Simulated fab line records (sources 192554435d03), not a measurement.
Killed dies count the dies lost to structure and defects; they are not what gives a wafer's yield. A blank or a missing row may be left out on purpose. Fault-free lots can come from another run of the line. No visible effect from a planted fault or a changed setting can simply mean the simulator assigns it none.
Split-lot experiment || flow n5-finfet || 39 wafers read from 7 lots, route of 1938 steps

## THE SPLIT
At N5_FIN_SAQP_ETCH_65 (etches SiO2 in CF4, target depth 4 nm, time 4.4 s), the setting time-s was moved away from the recipe's 4.4 s on 15 of the 39 wafers read, by -57.5% to +59.8%. The other wafers ran this setting at the recipe's value.

Reading taken at the split's own step.

## THE READING
etch.depth-nm (the simulator's own value, which no gauge read), in nm, at N5_FIN_SAQP_ETCH_65 (etches SiO2 in CF4, target depth 4 nm, time 4.4 s). The file gives no usual value for it. Here, 24 wafers ran the recipe; their average is 3.951 nm with a standard deviation of 0.082 nm.

{"wafer": "L074.1", "tool, chamber at the split": "rie-si-06, 0", "time-s as run, s": 4.4, "against the recipe": "recipe", "etch.depth-nm, nm": 3.861, "against lot-mates on the recipe": "-"}
{"wafer": "L074.4", "tool, chamber at the split": "rie-si-06, 3", "time-s as run, s": 4.4, "against the recipe": "recipe", "etch.depth-nm, nm": 3.962, "against lot-mates on the recipe": "-"}
{"wafer": "L074.6", "tool, chamber at the split": "rie-si-06, 1", "time-s as run, s": 4.4, "against the recipe": "recipe", "etch.depth-nm, nm": 3.943, "against lot-mates on the recipe": "-"}
{"wafer": "L075.1", "tool, chamber at the split": "rie-si-04, 2", "time-s as run, s": 6.712, "against the recipe": "+52.5%", "etch.depth-nm, nm": 6.296, "against lot-mates on the recipe": "+2.257"}
{"wafer": "L075.2", "tool, chamber at the split": "rie-si-04, 0", "time-s as run, s": 6.712, "against the recipe": "+52.5%", "etch.depth-nm, nm": 6.373, "against lot-mates on the recipe": "+2.334"}
{"wafer": "L075.3", "tool, chamber at the split": "rie-si-04, 1", "time-s as run, s": 4.4, "against the recipe": "recipe", "etch.depth-nm, nm": 4.045, "against lot-mates on the recipe": "-"}
{"wafer": "L075.4", "tool, chamber at the split": "rie-si-04, 3", "time-s as run, s": 6.712, "against the recipe": "+52.5%", "etch.depth-nm, nm": 6.006, "against lot-mates on the recipe": "+1.967"}
{"wafer": "L075.5", "tool, chamber at the split": "rie-si-04, 2", "time-s as run, s": 4.4, "against the recipe": "recipe", "etch.depth-nm, nm": 4.164, "against lot-mates on the recipe": "-"}
{"wafer": "L075.6", "tool, chamber at the split": "rie-si-04, 3", "time-s as run, s": 4.4, "against the recipe": "recipe", "etch.depth-nm, nm": 3.909, "against lot-mates on the recipe": "-"}
{"wafer": "L083.1", "tool, chamber at the split": "rie-si-06, 0", "time-s as run, s": 4.4, "against the recipe": "recipe", "etch.depth-nm, nm": 3.914, "against lot-mates on the recipe": "-"}
{"wafer": "L083.2", "tool, chamber at the split": "rie-si-06, 2,1", "time-s as run, s": 1.871, "against the recipe": "-57.5%", "etch.depth-nm, nm": 1.709, "against lot-mates on the recipe": -2.270}
{"wafer": "L083.5", "tool, chamber at the split": "rie-si-06, 2,1", "time-s as run, s": 1.871, "against the recipe": "-57.5%", "etch.depth-nm, nm": 1.709, "against lot-mates on the recipe": -2.270}
{"wafer": "L083.3", "tool, chamber at the split": "rie-si-06, 1", "time-s as run, s": 4.4, "against the recipe": "recipe", "etch.depth-nm, nm": 3.996, "against lot-mates on the recipe": "-"}
{"wafer": "L083.4", "tool, chamber at the split": "rie-si-06, 3", "time-s as run, s": 4.4, "against the recipe": "recipe", "etch.depth-nm, nm": 4.026, "against lot-mates on the recipe": "-"}
{"wafer": "L083.6", "tool, chamber at the split": "rie-si-06, 2", "time-s as run, s": 1.871, "against the recipe": "-57.5%", "etch.depth-nm, nm": 1.715, "against lot-mates on the recipe": -2.264}
{"wafer": "L084.1", "tool, chamber at the split": "rie-si-04, 0", "time-s as run, s": 7.031, "against the recipe": "+59.8%", "etch.depth-nm, nm": 6.587, "against lot-mates on the recipe": "+2.517"}
{"wafer": "L084.2", "tool, chamber at the split": "rie-si-04, 1", "time-s as run, s": 4.4, "against the recipe": "recipe", "etch.depth-nm, nm": 4.032, "against lot-mates on the recipe": "-"}
{"wafer": "L084.3", "tool, chamber at the split": "rie-si-04, 3", "time-s as run, s": 7.031, "against the recipe": "+59.8%", "etch.depth-nm, nm": 6.316, "against lot-mates on the recipe": "+2.246"}
{"wafer": "L084.4", "tool, chamber at the split": "rie-si-04, 2", "time-s as run, s": 4.4, "against the recipe": "recipe", "etch.depth-nm, nm": 4.096, "against lot-mates on the recipe": "-"}
{"wafer": "L084.5", "tool, chamber at the split": "rie-si-04, 1", "time-s as run, s": 7.031, "against the recipe": "+59.8%", "etch.depth-nm, nm": 6.383, "against lot-mates on the recipe": "+2.313"}
{"wafer": "L084.6", "tool, chamber at the split": "rie-si-04, 2", "time-s as run, s": 4.4, "against the recipe": "recipe", "etch.depth-nm, nm": 4.082, "against lot-mates on the recipe": "-"}
{"wafer": "L091.1", "tool, chamber at the split": "rie-si-01, 1", "time-s as run, s": 4.4, "against the recipe": "recipe", "etch.depth-nm, nm": 3.844, "against lot-mates on the recipe": "-"}
{"wafer": "L091.2", "tool, chamber at the split": "rie-si-01, 0", "time-s as run, s": 4.4, "against the recipe": "recipe", "etch.depth-nm, nm": 3.904, "against lot-mates on the recipe": "-"}
{"wafer": "L091.3", "tool, chamber at the split": "rie-si-01, 3", "time-s as run, s": 4.4, "against the recipe": "recipe", "etch.depth-nm, nm": 3.906, "against lot-mates on the recipe": "-"}
{"wafer": "L091.4", "tool, chamber at the split": "rie-si-01, 2", "time-s as run, s": 4.4, "against the recipe": "recipe", "etch.depth-nm, nm": 3.895, "against lot-mates on the recipe": "-"}
{"wafer": "L091.5", "tool, chamber at the split": "rie-si-01, 2", "time-s as run, s": 4.4, "against the recipe": "recipe", "etch.depth-nm, nm": 3.933, "against lot-mates on the recipe": "-"}
{"wafer": "L091.6", "tool, chamber at the split": "rie-si-01, 3", "time-s as run, s": 4.4, "against the recipe": "recipe", "etch.depth-nm, nm": 3.885, "against lot-mates on the recipe": "-"}
{"wafer": "L093.1", "tool, chamber at the split": "rie-si-01, 1", "time-s as run, s": 2.755, "against the recipe": "-37.4%", "etch.depth-nm, nm": 2.426, "against lot-mates on the recipe": -1.465}
{"wafer": "L093.2", "tool, chamber at the split": "rie-si-01, 2", "time-s as run, s": 2.755, "against the recipe": "-37.4%", "etch.depth-nm, nm": 2.447, "against lot-mates on the recipe": -1.444}
{"wafer": "L093.3", "tool, chamber at the split": "rie-si-01, 0", "time-s as run, s": 2.755, "against the recipe": "-37.4%", "etch.depth-nm, nm": 2.451, "against lot-mates on the recipe": -1.440}
{"wafer": "L093.4", "tool, chamber at the split": "rie-si-01, 3", "time-s as run, s": 4.4, "against the recipe": "recipe", "etch.depth-nm, nm": 3.867, "against lot-mates on the recipe": "-"}
{"wafer": "L093.5", "tool, chamber at the split": "rie-si-01, 0", "time-s as run, s": 4.4, "against the recipe": "recipe", "etch.depth-nm, nm": 3.913, "against lot-mates on the recipe": "-"}
{"wafer": "L093.6", "tool, chamber at the split": "rie-si-01, 1", "time-s as run, s": 4.4, "against the recipe": "recipe", "etch.depth-nm, nm": 3.892, "against lot-mates on the recipe": "-"}
{"wafer": "L094.1", "tool, chamber at the split": "rie-si-01, 1", "time-s as run, s": 4.4, "against the recipe": "recipe", "etch.depth-nm, nm": 3.877, "against lot-mates on the recipe": "-"}
{"wafer": "L094.2", "tool, chamber at the split": "rie-si-01, 0", "time-s as run, s": 4.4, "against the recipe": "recipe", "etch.depth-nm, nm": 3.942, "against lot-mates on the recipe": "-"}
{"wafer": "L094.3", "tool, chamber at the split": "rie-si-01, 2", "time-s as run, s": 5.08, "against the recipe": "+15.5%", "etch.depth-nm, nm": 4.507, "against lot-mates on the recipe": "+0.591"}
{"wafer": "L094.4", "tool, chamber at the split": "rie-si-01, 0", "time-s as run, s": 4.4, "against the recipe": "recipe", "etch.depth-nm, nm": 3.93, "against lot-mates on the recipe": "-"}
{"wafer": "L094.5", "tool, chamber at the split": "rie-si-01, 1", "time-s as run, s": 5.08, "against the recipe": "+15.5%", "etch.depth-nm, nm": 4.457, "against lot-mates on the recipe": "+0.541"}
{"wafer": "L094.6", "tool, chamber at the split": "rie-si-01, 2", "time-s as run, s": 5.08, "against the recipe": "+15.5%", "etch.depth-nm, nm": 4.546, "against lot-mates on the recipe": "+0.630"}
When a row names more than one chamber, that row covers several wafers, and the file does not tell which wafer ran in which chamber.

FIT RESULTS
A straight line over all 39 wafers: etch.depth-nm changes by +0.0409 nm for each +1% of time-s; r = +1.00; the points scatter about the line by 0.1 nm.
The same after taking each lot's own level away (the mean of its wafers on the recipe; 39 wafers): +0.0398 nm for each +1%; r = +1.00; scatter 0.075 nm.
According to that fit, moving time-s by its largest amount changes the reading by 2.4 nm.
From 3.8907 to 4.0700 nm: that is the span of the lots' own levels, equal to 2.2 times the standard deviation above.
So the lot-to-lot level changes the slope little: the two slopes agree.
Check: for one of the wafers moved furthest among these (+59.8%), held out of the fit, the line's prediction against its lot-mates is +2.37 nm. Against them it came out at +2.52 nm.

## THE FILE'S OWN FIT
etch.depth-nm changes by +0.0399 nm for each +1% of time-s, r = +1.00.
